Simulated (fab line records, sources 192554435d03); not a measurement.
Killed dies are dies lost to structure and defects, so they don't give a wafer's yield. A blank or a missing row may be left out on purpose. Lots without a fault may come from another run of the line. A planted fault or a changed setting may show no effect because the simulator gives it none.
Split-lot experiment | flow n5_finfet | 7 lots, 21 wafers read, on a route of 1938 steps

THE SPLIT
At N5_PASSIVATION_PASS_ETCH_74 (etches SiNx in CF4/O2, target depth 220 nm, time 110 s), the setting source_w was moved away from the recipe's 535 W on 8 of the 21 wafers read, by -12.7% to +13.8%. The other wafers ran this setting at the recipe's value.

The reading is taken at the split's own step.

THE READING
rf_vpp_V, in V, at N5_PASSIVATION_PASS_ETCH_74 (etches SiNx in CF4/O2, target depth 220 nm, time 110 s). Fault-free wafers of this fab line usually give 239 V, standard deviation 6.5 V.

wafer  | tool, chamber at the split | source_w as run, W | against the recipe | rf_vpp_V, V | against lot-mates on the recipe
L080.1 | rie_diel-04, 1             | 535                | recipe             | 242         | -
L080.2 | rie_diel-04, 0             | 497                | -7.1%              | 249         | +10
L080.4 | rie_diel-04, 3             | 535                | recipe             | 236         | -
L085.2 | rie_diel-04, 2             | 535                | recipe             | 254         | -
L085.5 | rie_diel-04, 2             | 535                | recipe             | 257         | -
L085.6 | rie_diel-04, 1             | 535                | recipe             | 242         | -
L084.2 | rie_diel-03, 2             | 535                | recipe             | 233         | -
L084.4 | rie_diel-03, 0             | 480.9              | -10.1%             | 248         | +15
L084.5 | rie_diel-03, 1             | 480.9              | -10.1%             | 250         | +17
L090.2 | rie_diel-04, 3             | 535                | recipe             | 236         | -
L090.4 | rie_diel-04, 0             | 535                | recipe             | 238         | -
L090.5 | rie_diel-04, 0             | 535                | recipe             | 238         | -
L094.1 | rie_diel-03, 0             | 608.7              | +13.8%             | 220         | -17
L094.4 | rie_diel-03, 3             | 535                | recipe             | 239         | -
L094.5 | rie_diel-03, 2             | 535                | recipe             | 235         | -
L095.1 | rie_diel-06, 1             | 535                | recipe             | 238         | -
L095.2 | rie_diel-06, 3             | 466.8              | -12.7%             | 245         | +7
L095.4 | rie_diel-06, 0             | 466.8              | -12.7%             | 259         | +21
L093.1 | rie_diel-03, 1             | 473.6              | -11.5%             | 257         | +22
L093.3 | rie_diel-03, 0             | 535                | recipe             | 235         | -
L093.6 | rie_diel-03, 0             | 473.6              | -11.5%             | 250         | +15

THE FIT
A straight line over all 21 wafers: rf_vpp_V changes by -1.13 V for each +1% of source_w; r = -0.76; the points scatter about the line by 6.5 V.
The same after taking each lot's own level away (the mean of its wafers on the recipe; 21 wafers): -1.35 V for each +1%; r = -0.91; scatter 4.2 V.
On that fit, the largest move of source_w shifts the reading by 19 V.
The lots' own levels span 233.0 to 251.0 V, that is 2.8 times the standard deviation above.
So the lot-to-lot level blurs the effect unless lot-mates are compared.
Check: with one of the wafers moved furthest among these (+13.8%) left out of the fit, the line predicts -19 V for it against its lot-mates. It came out at -17 V against them.
Tool readings at the split's step, against how far the setting was moved: rf_vpp_V r = -0.76.

OTHER SPLITS ON THESE WAFERS
These wafers also went through other splits before the reading. Each is held against what the fit with the lots' levels taken away leaves over:
other split on the same wafers        | wafers away from the commonest value | r with rf_vpp_V (lot level and that fit taken away)
N5_BEOL_M9_TRENCH_ETCH_37 time_s      | 8                                    | +0.08
N5_BEOL_M14_PEB_26 peb_temp_c         | 2                                    | +0.00
N5_BEOL_M14_DEVELOP_27 develop_time_s | 4                                    | -0.05
N5_BEOL_M15_DEP_53 time_s             | 7                                    | -0.12

THE WHOLE CHAIN: every reading that the file lists as answering this split, in the file's order
step                        | what it does                                           | reading                                                        | change (the file's fit)              | r (the file's)
N5_PASSIVATION_PASS_ETCH_74 | etches SiNx in CF4/O2, target depth 220 nm, time 110 s | rf_vpp_V                                                       | -1.35 V for each +1% of the setting  | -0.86
N5_PASSIVATION_PASS_ETCH_74 | etches SiNx in CF4/O2, target depth 220 nm, time 110 s | etch.depth_nm (the simulator's own value, which no gauge read) | +1.93 nm for each +1% of the setting | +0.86

THE FILE'S OWN FIT
rf_vpp_V changes by -1.35 V for each +1% of source_w, r = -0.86.
